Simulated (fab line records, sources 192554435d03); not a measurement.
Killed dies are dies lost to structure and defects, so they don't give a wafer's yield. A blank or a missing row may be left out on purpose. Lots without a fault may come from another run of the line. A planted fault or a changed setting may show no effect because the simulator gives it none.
Problem report in the 8D (eight disciplines) form, filled by code | flow n5_finfet | the parts of the form that need people (team, actions taken, sign-off) are left out

1. THE PROBLEM
NWFM_OVL at N5_HKMG_FIN_OVL_MEAS_13 reads a mean of 28.6 nm on 6 wafers of 2 lots; wafers without a fault read -0.3 nm with a standard deviation of 0.63. That is +46 standard deviations from the usual mean.
First seen on wafer L924.1, day 7 18:58, on overlay-01. The record holds 33 wafers of 11 lots with a number at this step. Rule for "out", or "out of limits": more than 4 standard deviations from the usual mean. The other wafers with a number count as sound.

2. WHAT IT IS AND WHAT IT IS NOT
question                    | is                     | is not
which readings at this step | NWFM_OVL               | -
which lots                  | L924, L925             | L913, L915, L919, L920, L926, L928, L930, L931, L932
which wafers of those lots  | all that have a number | -
read on which gauges        | overlay-01             | overlay-02
when                        | from day 7 18:58       | up to then (12 sound wafers); but 15 sound wafers of L926, L928, L930, L931, L932 came after

3. SUSPECTS, AND WHAT RULES EACH OUT
Counting: a tool at a process step up to the reading stays a suspect if it ran every lot that is out and no sound lot after the first of them.
- the gauge at N5_HKMG_FIN_OVL_MEAS_13: kept. All the wafers that are out were read on overlay-01, and no step on other tools shows them out.
- arfi_scanner-02 at N5_HKMG_FIN_EXPOSE_09 (exposes mask NWFM): kept. It ran every lot that is out, first L924 (day 7 18:49), and no sound lot after that; its last sound lot up to then is L920 (day 6 15:05).
Left after counting: arfi_scanner-02 at N5_HKMG_FIN_EXPOSE_09, overlay-01 at N5_HKMG_FIN_OVL_MEAS_13.

4. THE CAUSE (what the simulator had put in)
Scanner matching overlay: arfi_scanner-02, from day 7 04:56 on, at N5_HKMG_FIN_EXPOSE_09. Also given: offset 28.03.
Counting left 2 suspects, and this tool is among them.

5. THE CHAIN OF EFFECTS, in route order
Each row: a reading whose mean over the struck wafers that have a number lies more than 3 standard deviations from the usual. Only readings for which the record gives a usual standard deviation are gone through. hours: the time from each lot's start at the first step in this table that gives one to its start at this step, as a median over the lots. sigmas: the change in usual standard deviations.
hours | step                    | reading  | usual   | on struck wafers | change | sigmas
0     | N5_HKMG_FIN_OVL_MEAS_13 | NWFM_OVL | -0.3 nm | 28.6             | +28.9  | +46

6. WHAT WOULD HAVE CAUGHT IT SOONER
In this record the first reading out of limits at a measuring or inspecting step was taken at day 7 18:58, 14 hours after the fault began at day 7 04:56.
Of the tool readings at N5_HKMG_FIN_EXPOSE_09 for which the record gives a usual standard deviation, none was out on any struck wafer, so an alarm limit of 4 standard deviations on them would not have fired.
Of the lots that are out (2), L925 began N5_HKMG_FIN_EXPOSE_09 on arfi_scanner-02 after day 7 18:58. A hold on the tool at that time would have spared it.
